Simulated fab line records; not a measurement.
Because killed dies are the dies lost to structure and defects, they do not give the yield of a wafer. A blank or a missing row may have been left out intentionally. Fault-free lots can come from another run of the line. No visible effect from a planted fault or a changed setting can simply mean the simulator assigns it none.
A lot that was struck, set against a sound lot    flow nandHarc    15 steps out of a route of 1159
Sound: the wafers L352.1, L352.4, L352.5. Struck: wafer L369.3. (L369.5 of the same lot was not struck and is left out.) The cause comes at the end.
Order at every step that has rows: each side's tool, ch and its chambers, its first start. Under that, the readings that differ: sound wafers    struck wafers    difference of the means    sigmas: that difference in standard deviations of wafers without a fault.
alike: readings with means less than 2 such deviations apart, plus words and numbers identical on both sides. not compared: withheld readings, readings lacking a value on some wafer, bounds such as >300 that could conceal the same value, and numbers that have no deviation in the record and whose values overlap.
A row with sigmas, a row that says differs or no value, or rows on one side alone: a step with any of these is where the two part. Non-overlapping numbers with no deviation appear without sigmas and do not part them. A reading that every wafer of one side lacks parts them only if that side has two wafers or more.

first, 7 steps without rows for these wafers: NHARC_A_CONTACT_COAT_62 (time 65 s); NHARC_A_CONTACT_COAT_63 (resist thk 90 nm); NHARC_A_CONTACT_SOFTBAKE_64 (time 55 s); NHARC_A_CONTACT_EBR_65; NHARC_A_CONTACT_EXPOSE_66 (exposes mask A CC 2); NHARC_A_CONTACT_PEB_67 (peb time 65 s); NHARC_A_CONTACT_DEVELOP_68 (develop time 35 s).
NHARC_A_CONTACT_CD_MEAS_69 targets a cd of 200 nm.
  sound on cdSem-02 ch 0, day 16 19:08; struck on cdSem-01 ch 0, day 21 05:13
  alike: cdNm
NHARC_A_CONTACT_OVL_MEAS_70:
  struck on overlay-02, day 21 05:19; sound on overlay-01, day 16 19:13
  alike: overlayXNm, overlayYNm
NHARC_A_CONTACT_INSPECT_71:
  struck on defectInspect-01, day 21 05:20; sound on defectInspect-01, day 16 19:16
  alike: rawDefectCount
NHARC_A_CONTACT_DESCUM_74: chemistry O2, time 3 s.
  sound on rieDiel-11 ch 0,1,3, day 16 19:19; struck on rieDiel-11 ch 2, day 21 05:30
reading                   sound        struck  difference  sigmas
drypumpMotorCurrentA (A)  6.3 6.6 5.9  4.8     -1.5        -2
  alike: mfcArSccm, oesProductAu, rfVppV, showerheadPlenumPTorr, throttleValvePct
  not compared: rfHoursCounterH
NHARC_A_CONTACT_ETCH_75: etches the open film in CF4, target depth 39 nm, time 65 s.
  sound on rieDiel-11 ch 1,3, day 16 19:25; struck on rieDiel-11 ch 3, day 21 05:44
  alike: drypumpMotorCurrentA, mfcArSccm, oesProductAu, rfFwdPowerW, rfVppV, runLengthS, showerheadPlenumPTorr, throttleValvePct
  not compared: rfHoursCounterH
NHARC_A_CONTACT_ETCH_76: etches the open film in N2/H2, target depth 260 nm, time 475.3 s.
  sound on rieDiel-11 ch 0,2,3, day 16 19:32; struck on rieDiel-11 ch 0, day 21 05:49
reading         sound              struck  difference  sigmas
runLengthS (s)  497.5 496.4 496.1  353.9   -142.8      -99 or more
  alike: drypumpMotorCurrentA, mfcArSccm, n2FlowSccm, oesProductAu, rfVppV, showerheadPlenumPTorr, throttleValvePct
  not compared: rfFwdPowerW, rfHoursCounterH
NHARC_A_CONTACT_ETCH_77: etches the open film in CF4/CHF3, target depth 72.6 nm, time 36.3 s.
  sound: rieDiel-11 ch 1,3; struck: rieDiel-11 ch 2
reading                   sound        struck  difference  sigmas
drypumpMotorCurrentA (A)  6.3 6.6 6.6  4.8     -1.7        -3
  alike: chf3FlowSccm, mfcArSccm, oesProductAu, rfFwdPowerW, rfVppV, runLengthS, showerheadPlenumPTorr, throttleValvePct
  not compared: rfHoursCounterH
after that, 1 step had no rows for these wafers: NHARC_END_SORT_01.

WHERE THEY PART
Last at NHARC_A_CONTACT_ETCH_77 as far as this record goes, first at NHARC_A_CONTACT_DESCUM_74.

WHY: whatever the simulator had introduced
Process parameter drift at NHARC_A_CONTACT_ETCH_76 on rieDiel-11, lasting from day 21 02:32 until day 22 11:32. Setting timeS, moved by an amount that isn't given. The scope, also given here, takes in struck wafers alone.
